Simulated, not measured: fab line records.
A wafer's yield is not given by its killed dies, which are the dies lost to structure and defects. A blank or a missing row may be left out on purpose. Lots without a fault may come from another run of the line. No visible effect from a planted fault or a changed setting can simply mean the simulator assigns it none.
8D (eight disciplines) problem report, filled in by code + flow n5 finfet + the parts of the form that need people (team, actions taken, sign-off) are left out

## 1. THE PROBLEM
COMB_M5_max_site at N5_BEOL_M15_RC_MEAS_101 reads a mean of 1.0e-10 S/m on 1 wafer of 1 lot; wafers without a fault read 5.3e-11 S/m with a standard deviation of 1.2e-11. Measured from the usual mean, that is +4.2 standard deviations.
First seen on wafer L786.2, day 14 01:42, on prober-02. At this step, 9 wafers from 3 lots have a number in the record. Rule for "out", or "out of limits": more than 4 standard deviations from the usual mean. The rest of the wafers with a number are treated as sound.

## 2. WHAT IT IS, AND WHAT IT ISN'T
| question                    | is                | is not                                                                                                                                                                                                                                                                 |
|-----------------------------|-------------------|------------------------------------------------------------------------------------------------------------------------------------------------------------------------------------------------------------------------------------------------------------------------|
| which readings at this step | COMB_M5_max_site  | COMB_M10, COMB_M11, COMB_M12, COMB_M13, COMB_M14, COMB_M15, COMB_M6, COMB_M6_max_site, COMB_M7, COMB_M8, COMB_M9, SERP_M10, SERP_M11, SERP_M12, SERP_M13, SERP_M14, SERP_M14_max_site, SERP_M5, SERP_M5_max_site, SERP_M6, SERP_M7, SERP_M8, SERP_M9, SERP_M9_max_site |
| which lots                  | L786              | L779, L783                                                                                                                                                                                                                                                             |
| which wafers of those lots  | L786.2            | L786.3, L786.6                                                                                                                                                                                                                                                         |
| read on which gauges        | prober-02         | prober-01                                                                                                                                                                                                                                                              |
| when                        | from day 14 01:42 | up to then (8 sound wafers)                                                                                                                                                                                                                                            |

## 3. WHAT RULES OUT EACH SUSPECT
Counting: a tool at a process step up to the reading stays a suspect if it ran every lot that is out. Sound lots after the first of them don't rule it out here, since some wafers of a struck lot are sound.
- the gauge at N5_BEOL_M15_RC_MEAS_101: kept. All the wafers that are out were read on prober-02, and no step on other tools shows them out.
- ald metal-02 at N5_BEOL_M5_ALD_86 (deposits TaN, pulse time 2 s, purge time 3 s, co reactant purge time 2 s): kept. The lot that is out, L786, ran on it at day 10 15:14; the last sound lot it ran before that was L783, at day 9 09:41.
- The sound lot-mates ran in chamber 1 of ald metal-02 at N5_BEOL_M5_ALD_86, but the wafers that are out ran in chamber 0.
What counting leaves: ald metal-02 at N5_BEOL_M5_ALD_86 and prober-02 at N5_BEOL_M15_RC_MEAS_101.

## 4. THE CAUSE (what the simulator had put in)
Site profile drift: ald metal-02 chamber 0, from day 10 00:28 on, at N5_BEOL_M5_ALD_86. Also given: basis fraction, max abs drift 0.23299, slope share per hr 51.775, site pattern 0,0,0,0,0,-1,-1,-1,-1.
Counting left 2 suspects, and this tool is among them.

## 5. THE EFFECT CHAIN, in route order
Each row: a reading whose mean over the struck wafers that have a number lies more than 3 standard deviations from the usual. Only readings for which the record gives a usual standard deviation are gone through. hours: the time from each lot's start at the first step in this table that gives one to its start at this step, as a median over the lots. sigmas: the change in usual standard deviations.
| hours | step                    | reading          | usual       | on struck wafers | change   | sigmas |
|-------|-------------------------|------------------|-------------|------------------|----------|--------|
| 0     | N5_BEOL_M15_RC_MEAS_101 | COMB_M5_max_site | 5.3e-11 S/m | 1.0e-10          | +5.1e-11 | +4.2   |

## 6. WHAT WOULD HAVE CAUGHT IT SOONER
In this record the first reading out of limits at a measuring or inspecting step was taken at day 14 01:42, 97 hours after the fault began at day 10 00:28.
An alarm limit of 4 standard deviations would not have fired on the tool readings at N5_BEOL_M5_ALD_86 for which the record gives a usual standard deviation, since none of them was out on any struck wafer.
All the lots that are out (1) had begun N5_BEOL_M5_ALD_86 on ald metal-02 by day 14 01:42. Holding the tool at that point would not have protected any of them.
